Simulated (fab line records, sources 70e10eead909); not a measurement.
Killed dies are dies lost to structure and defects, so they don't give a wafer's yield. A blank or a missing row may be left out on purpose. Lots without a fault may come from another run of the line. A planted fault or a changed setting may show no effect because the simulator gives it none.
Which tool did it? | flow nand_harc | 13 lots, 39 wafers sampled, at 5 steps of a route of 1159

WHAT THE GAUGES READ, wafer by wafer
NHARC_A_ONON_D1_THK_MEAS_05: measures by ellipsometry.
lot  | measured     | on            | thk_nm (nm)
L409 | day 7 10:35  | film_metro-01 | 983 984 982
L410 | day 7 10:56  | film_metro-02 | 991 992 990
L411 | day 8 02:08  | film_metro-02 | 483 482 484
L414 | day 8 23:41  | film_metro-02 | 495 493 494
L421 | day 11 00:10 | film_metro-02 | 1006 1006 1005
L423 | day 11 00:07 | film_metro-02 | 1007 1006 1006
L425 | day 11 10:19 | film_metro-02 | 1002 1001 1000
L426 | day 12 03:01 | film_metro-02 | 1009 1007 1009
L428 | day 12 03:01 | film_metro-01 | 1002 1001 999
L429 | day 12 18:37 | film_metro-01 | 1003 1002 1003
L430 | day 12 18:38 | film_metro-01 | 1024 1023 1023
L431 | day 12 18:37 | film_metro-02 | 996 995 997
L432 | day 13 21:52 | film_metro-02 | 1009 1010 1010

NHARC_END_SORT_01.
lot  | measured     | on        | killed_at_array | killed_at_other | killed_at_periphery | killed_dies | killed_open | killed_short
L411 | day 20 14:05 | prober-02 | 673 676 674     | 1 0 0           | 3 1 3               | 677 677 677 | 2 1 3       | 1 3 0
L414 | day 21 00:19 | prober-02 | 675 673 672     | 0 2 4           | 2 2 1               | 677 677 677 | 4 4 4       | 2 3 4

WHICH TOOL RAN EACH LOT (tool, then ch and the chambers of the sampled wafers, then the start)
lot  | NHARC_P_BONDPAD_STRIP_15           | NHARC_A_ZERO_WELL_DESCUM_12        | NHARC_A_ONON_D1_DEP_03
L409 | rie_diel-10 ch 0,1,2, day 6 08:01  | rie_diel-03 ch 1,2,3, day 6 11:35  | pecvd_onon-02 ch 0, day 7 10:08
L410 | rie_diel-11 ch 0,2,3, day 6 09:09  | rie_diel-09 ch 1,2, day 6 12:36    | pecvd_onon-02 ch 0, day 7 10:29
L411 | rie_diel-10 ch 0,2,3, day 6 23:38  | rie_diel-01 ch 0,3, day 7 03:42    | pecvd_onon-02 ch 0, day 8 01:37
L414 | rie_diel-08 ch 0,1, day 7 19:19    | rie_diel-03 ch 0,1, day 7 23:02    | pecvd_onon-02 ch 0, day 8 23:21
L421 | rie_diel-08 ch 0,1,3, day 9 21:01  | rie_diel-01 ch 0,1, day 10 00:39   | pecvd_onon-03 ch 0, day 10 23:40
L423 | rie_diel-08 ch 0,1,3, day 9 21:50  | rie_diel-09 ch 0,1,3, day 10 01:29 | pecvd_onon-01 ch 0, day 10 23:37
L425 | rie_diel-08 ch 0,1,3, day 10 08:59 | rie_diel-03 ch 1,2,3, day 10 12:41 | pecvd_onon-03 ch 0, day 11 09:52
L426 | rie_diel-08 ch 0,1, day 10 22:57   | rie_diel-03 ch 0,2,3, day 11 02:44 | pecvd_onon-02 ch 0, day 12 02:30
L428 | rie_diel-08 ch 0,1, day 11 01:42   | rie_diel-03 ch 0,1,3, day 11 05:14 | pecvd_onon-03 ch 0, day 12 02:37
L429 | rie_diel-08 ch 0,1,3, day 11 13:32 | rie_diel-03 ch 0,1,2, day 11 17:12 | pecvd_onon-02 ch 0, day 12 18:10
L430 | rie_diel-08 ch 0,2, day 11 17:37   | rie_diel-01 ch 1,3, day 11 21:14   | pecvd_onon-03 ch 0, day 12 18:11
L431 | rie_diel-08 ch 0,2,3, day 11 18:12 | rie_diel-01 ch 0,2,3, day 11 21:55 | pecvd_onon-01 ch 0, day 12 18:07
L432 | rie_diel-08 ch 2,3, day 12 17:32   | rie_diel-09 ch 0,3, day 12 21:07   | pecvd_onon-02 ch 0, day 13 21:28
- NHARC_P_BONDPAD_STRIP_15: strips in O2.
- NHARC_A_ZERO_WELL_DESCUM_12: chemistry O2, time 3 s.
- NHARC_A_ONON_D1_DEP_03: target thk 1000 nm.

WHAT THE TOOLS THEMSELVES READ (means of the sampled wafers that have a number; where no wafer has one, the mark that the record gives instead)
NHARC_P_BONDPAD_STRIP_15.
lot  | tool        | drypump_motor_current_A (A) | oes_product_au (a.u.) | rf_vpp_V (V) | showerhead_plenum_p_Torr (Torr) | throttle_valve_pct (%)
L409 | rie_diel-10 | 6.1                         | 0.995                 | 57.2         | 3.50                            | 17.039
L410 | rie_diel-11 | 6.2                         | 0.999                 | 57.3         | 3.57                            | 17.036
L411 | rie_diel-10 | 6.0                         | 0.997                 | 57.9         | 3.61                            | 17.034
L414 | rie_diel-08 | 5.7                         | 1.017                 | 56.9         | 3.44                            | 17.031
L421 | rie_diel-08 | 5.5                         | 0.998                 | 58.3         | 3.52                            | 17.028
L423 | rie_diel-08 | 5.5                         | 1.000                 | 57.1         | 3.52                            | 17.039
L425 | rie_diel-08 | 5.6                         | 1.000                 | 57.6         | 3.52                            | 17.026
L426 | rie_diel-08 | 5.8                         | 1.006                 | 57.5         | 3.44                            | 17.041
L428 | rie_diel-08 | 5.7                         | 1.005                 | 57.9         | 3.44                            | 17.036
L429 | rie_diel-08 | 5.6                         | 1.011                 | 57.4         | 3.52                            | 17.041
L430 | rie_diel-08 | 5.7                         | 1.012                 | 57.5         | 3.34                            | 17.038
L431 | rie_diel-08 | 5.4                         | 1.002                 | 58.6         | 3.40                            | 17.026
L432 | rie_diel-08 | 5.5                         | 1.004                 | 57.3         | 3.42                            | 17.025

NHARC_A_ZERO_WELL_DESCUM_12.
lot  | tool        | drypump_motor_current_A (A) | oes_product_au (a.u.) | rf_vpp_V (V) | showerhead_plenum_p_Torr (Torr) | throttle_valve_pct (%)
L409 | rie_diel-03 | 5.8                         | 0.994                 | 57.7         | 1.95                            | 11.302
L410 | rie_diel-09 | 6.4                         | 1.000                 | 58.3         | 2.03                            | 11.313
L411 | rie_diel-01 | 5.6                         | 1.008                 | 58.0         | 1.91                            | 11.310
L414 | rie_diel-03 | 5.1                         | 1.002                 | 57.8         | 2.02                            | 11.326
L421 | rie_diel-01 | 5.6                         | 1.018                 | 57.1         | 1.91                            | 11.316
L423 | rie_diel-09 | 6.2                         | 1.000                 | 58.7         | 2.02                            | 11.306
L425 | rie_diel-03 | 5.9                         | 0.996                 | 58.0         | 1.95                            | 11.313
L426 | rie_diel-03 | 5.6                         | 0.995                 | 57.3         | 1.92                            | 11.311
L428 | rie_diel-03 | 5.2                         | 0.989                 | 58.0         | 1.98                            | 11.305
L429 | rie_diel-03 | 5.7                         | 1.005                 | 58.1         | 1.96                            | 11.314
L430 | rie_diel-01 | 5.5                         | 1.006                 | 57.1         | 1.92                            | 11.316
L431 | rie_diel-01 | 5.8                         | 1.006                 | 57.2         | 1.86                            | 11.310
L432 | rie_diel-09 | 5.9                         | 1.005                 | 58.1         | 2.01                            | 11.319

NHARC_A_ONON_D1_DEP_03.
lot  | tool          | n2_flow_sccm (sccm)
L409 | pecvd_onon-02 | 2751
L410 | pecvd_onon-02 | 2744
L411 | pecvd_onon-02 | 2745
L414 | pecvd_onon-02 | 2751
L421 | pecvd_onon-03 | 2743
L423 | pecvd_onon-01 | 2745
L425 | pecvd_onon-03 | 2756
L426 | pecvd_onon-02 | 2747
L428 | pecvd_onon-03 | 2755
L429 | pecvd_onon-02 | 2740
L430 | pecvd_onon-03 | 2751
L431 | pecvd_onon-01 | 2749
L432 | pecvd_onon-02 | 2748

THE ANSWER, worked out from the rows above alone
Rule: what is usual is taken from the lots themselves. Put in order of their means at a reading, lots are off if they are a third of the lots or fewer, leave a main group of 4 or more, and stand apart from it by a gap of 3 or more times the standard deviation of the main group's means; of several such gaps the widest counts. A main group whose means are all the same, to the digits that the tables above print for the reading, isn't used. A lot without any number at a reading at which 4 lots or more have one is off too. The other lots that the step has rows for count as sound. The gauges are gone through in route order, then the tools' own readings, and for those a lot's mean is taken as printed above. The first step at which some lot is off is used, and at that step the reading that is off furthest; a lot without a number counts as furthest.
Off: L411, L414, at NHARC_A_ONON_D1_THK_MEAS_05 (thk_nm). The main group: mean 1003 nm, standard deviation 10.
A tool fits if, at a process step before that reading, it ran every lot that is off, and no sound lot after the first of them. The gauges at NHARC_A_ONON_D1_THK_MEAS_05 are tried like those tools. None of those tried fits.

WHAT THE SIMULATOR HAD PUT IN
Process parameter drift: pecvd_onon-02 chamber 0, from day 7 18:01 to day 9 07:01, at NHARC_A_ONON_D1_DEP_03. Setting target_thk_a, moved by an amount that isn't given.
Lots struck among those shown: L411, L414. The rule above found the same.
